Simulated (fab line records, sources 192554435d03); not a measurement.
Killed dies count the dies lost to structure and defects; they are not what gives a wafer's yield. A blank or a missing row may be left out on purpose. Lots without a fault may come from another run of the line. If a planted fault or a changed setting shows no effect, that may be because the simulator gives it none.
Matching of chambers -- flow n5_finfet -- pecvd-02 running N5_FIN_SAQP_PECVD_48: 3 sister chambers
The step deposits SiNx from SiH4/NH3/N2, target thk 25 nm, time 22.1 s. 3 wafers are shown with their chamber, then 12 later ones without.

WAFERS WITH THEIR CHAMBER
wafer,chamber,throttle_valve_pct (%)
L089.2,0,39.9
L089.3,1,40.5
L089.6,2,38.7

WAFERS WITH NO CHAMBER GIVEN
wafer,throttle_valve_pct (%)
L090.2,40.3
L090.3,38.6
L090.5,40.4
L092.1,38.7
L092.2,40.4
L092.3,40.2
L093.3,40.4
L093.5,40.5
L093.6,38.7
L095.2,40.4
L095.4,38.9
L095.6,40.5

WHICH CHAMBER EACH WENT THROUGH
wafer,from the rows above,in truth
L090.2,can't be placed: 1 or 0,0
L090.3,2,2
L090.5,1,1
L092.1,2,2
L092.2,1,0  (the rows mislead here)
L092.3,can't be placed: 1 or 0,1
L093.3,1,1
L093.5,1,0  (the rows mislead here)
L093.6,2,2
L095.2,1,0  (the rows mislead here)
L095.4,2,2
L095.6,1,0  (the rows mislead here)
Correct placement for 6 of the 12. Cannot be placed on the basis of these rows: 2; the candidates contain the true chamber in 2. 4 placed wrongly.
How it was worked out, from the rows above alone: a wafer's distance from a chamber is the root of the sum, over the readings, of the square of ((its reading less the chamber's mean) divided by the reading's scatter). If the next closest chamber is less than 2 further off than the closest, the wafer can't be placed; otherwise it belongs to the closest. For every chamber, the mean is computed from those of its wafers that are shown. The scatter (one wafer shown for each chamber): square how far every hidden wafer sits from the nearest shown wafer, average those squares and take the square root.
